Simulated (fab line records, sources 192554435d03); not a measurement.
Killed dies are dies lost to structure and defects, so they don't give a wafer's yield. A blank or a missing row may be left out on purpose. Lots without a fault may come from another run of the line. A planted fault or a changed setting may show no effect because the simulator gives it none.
Split-lot experiment | flow n5_finfet | 7 lots, 21 wafers read, on a route of 1938 steps

THE SPLIT
At N5_BEOL_M6_TRENCH_ETCH_37 (etches SiCOH lowk in C4F6/O2, target depth 94.435 nm, time 31.5 s), the setting bias_w was moved away from the recipe's 185 W on 8 of the 21 wafers read, by -15.8% to +12.6%. The other wafers ran this setting at the recipe's value.

FROM THE SPLIT TO THE READING: what the file shows between them, 2 steps
- N5_BEOL_M6_ETCH_41: etches SiCN in CH3F/O2, target depth 29.7 nm, time 52 s
- N5_BEOL_M6_STRIP_80: strips in N2/H2, time 10 s

THE READING
trench_depth_nm, in nm, at N5_BEOL_M6_OCD_MEAS_38. Fault-free wafers of this fab line usually give 93.3 nm, standard deviation 1.1 nm.

wafer  | tool, chamber at the split | bias_w as run, W | against the recipe | trench_depth_nm, nm | against lot-mates on the recipe
L074.1 | rie_diel-01, 0             | 176.6            | -4.5%              | 93.0                | -0.5
L074.4 | rie_diel-01, 2             | 176.6            | -4.5%              | 92.9                | -0.6
L074.5 | rie_diel-01, 3             | 185              | recipe             | 93.5                | -
L084.1 | rie_diel-01, 1             | 185              | recipe             | 92.2                | -
L084.2 | rie_diel-01, 3             | 185              | recipe             | 93.7                | -
L084.5 | rie_diel-01, 2             | 208.4            | +12.6%             | 98.2                | +5.2
L087.3 | rie_diel-05, 3             | 185              | recipe             | 92.4                | -
L087.5 | rie_diel-05, 3             | 185              | recipe             | 92.3                | -
L087.6 | rie_diel-05, 2             | 185              | recipe             | 92.3                | -
L086.2 | rie_diel-05, 3             | 155.7            | -15.8%             | 87.8                | -5.0
L086.5 | rie_diel-05, 1             | 185              | recipe             | 93.7                | -
L086.6 | rie_diel-05, 2             | 185              | recipe             | 92.0                | -
L089.2 | rie_diel-05, 3             | 185              | recipe             | 93.5                | -
L089.4 | rie_diel-05, 1             | 185              | recipe             | 93.3                | -
L089.6 | rie_diel-05, 3             | 185              | recipe             | 92.3                | -
L093.1 | rie_diel-03, 3             | 185              | recipe             | 93.3                | -
L093.2 | rie_diel-03, 0             | 197.1            | +6.5%              | 96.7                | +3.4
L093.4 | rie_diel-03, 2             | 197.1            | +6.5%              | 94.1                | +0.8
L094.3 | rie_diel-03, 1             | 207.5            | +12.2%             | 97.7                | +3.8
L094.4 | rie_diel-03, 3             | 185              | recipe             | 93.9                | -
L094.5 | rie_diel-03, 3             | 207.5            | +12.2%             | 98.2                | +4.3

THE FIT
A straight line over all 21 wafers: trench_depth_nm changes by +0.353 nm for each +1% of bias_w; r = +0.93; the points scatter about the line by 0.88 nm.
The same after taking each lot's own level away (the mean of its wafers on the recipe; 21 wafers): +0.328 nm for each +1%; r = +0.95; scatter 0.71 nm.
On that fit, the largest move of bias_w shifts the reading by 5.2 nm.
The lots' own levels span 92.33 to 93.90 nm, that is 1.4 times the standard deviation above.
So the lot-to-lot level changes the slope little: the two slopes agree.
Check: with one of the wafers moved furthest among these (-15.8%) left out of the fit, the line predicts -5.05 nm for it against its lot-mates. It came out at -5.05 nm against them.
Tool readings at the split's step, against how far the setting was moved: rf_vpp_V r = +0.99.

THE WHOLE CHAIN: every reading that the file lists as answering this split, in the file's order
step                      | what it does                                                      | reading                                                                   | change (the file's fit)               | r (the file's)
N5_BEOL_M6_TRENCH_ETCH_37 | etches SiCOH lowk in C4F6/O2, target depth 94.435 nm, time 31.5 s | rf_vpp_V                                                                  | +5.38 V for each +1% of the setting   | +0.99
N5_BEOL_M6_TRENCH_ETCH_37 | etches SiCOH lowk in C4F6/O2, target depth 94.435 nm, time 31.5 s | BEOL_M6.feature_depth_nm (the simulator's own value, which no gauge read) | +0.338 nm for each +1% of the setting | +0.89
N5_BEOL_M6_TRENCH_ETCH_37 | etches SiCOH lowk in C4F6/O2, target depth 94.435 nm, time 31.5 s | etch.depth_nm (the simulator's own value, which no gauge read)            | +0.337 nm for each +1% of the setting | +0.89
N5_BEOL_M6_OCD_MEAS_38    |                                                                   | trench_depth_nm                                                           | +0.343 nm for each +1% of the setting | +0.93

THE FILE'S OWN FIT
trench_depth_nm changes by +0.343 nm for each +1% of bias_w, r = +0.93.
